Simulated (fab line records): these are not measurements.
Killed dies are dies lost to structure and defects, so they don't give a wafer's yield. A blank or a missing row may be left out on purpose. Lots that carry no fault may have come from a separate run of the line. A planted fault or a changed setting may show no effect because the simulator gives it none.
Chamber matching | flow n5Finfet | rieDiel-05 running N5_BEOL_M9_STRIP_19: 4 sister chambers
The step strips in O2. 8 wafers are shown with their chamber, then 8 later ones without.

## WAFERS WITH THEIR CHAMBER
wafer  | chamber | showerheadPlenumPTorr (Torr) | throttleValvePct (%)
L086.2 | 0       | 1.98                         | 16.93
L086.6 | 0       | 1.98                         | 16.92
L088.1 | 3       | 1.99                         | 16.66
L088.4 | 2       | 2.14                         | 16.37
L091.2 | 3       | 1.99                         | 16.66
L091.4 | 2       | 2.13                         | 16.32
L091.5 | 1       | 1.94                         | 16.98
L092.2 | 1       | 1.94                         | 16.99

## WAFERS WITHOUT THEIR CHAMBER
wafer  | showerheadPlenumPTorr (Torr) | throttleValvePct (%)
L092.4 | 2.13                         | 16.36
L092.5 | 1.98                         | 16.67
L095.3 | 2.13                         | 16.36
L095.5 | 2.13                         | 16.36
L095.6 | 2.23                         | 16.44
L097.3 | 1.98                         | 16.68
L097.4 | 2.13                         | 16.39
L097.5 | 1.98                         | 16.68

## WHICH CHAMBER EACH WENT THROUGH
wafer  | from the rows above | in truth
L092.4 | 2                   | 2
L092.5 | 3                   | 3
L095.3 | 2                   | 2
L095.5 | 2                   | 2
L095.6 | 2                   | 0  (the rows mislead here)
L097.3 | 3                   | 3
L097.4 | 2                   | 2
L097.5 | 3                   | 3
Placed correctly: 7 of 8. Number that these rows cannot place: 0. Number placed wrongly: 1.
How it was worked out, from the rows above alone: a wafer's distance from a chamber is the root of the sum, over the readings, of the square of ((its reading less the chamber's mean) divided by the reading's scatter). If the next closest chamber is less than 2 further off than the closest, the wafer can't be placed; otherwise it belongs to the closest. For every chamber, the mean is computed from those of its wafers that are shown. The scatter: the root of (the sum of the squares of (reading less its chamber's mean) over the shown wafers, divided by (wafers less chambers)).
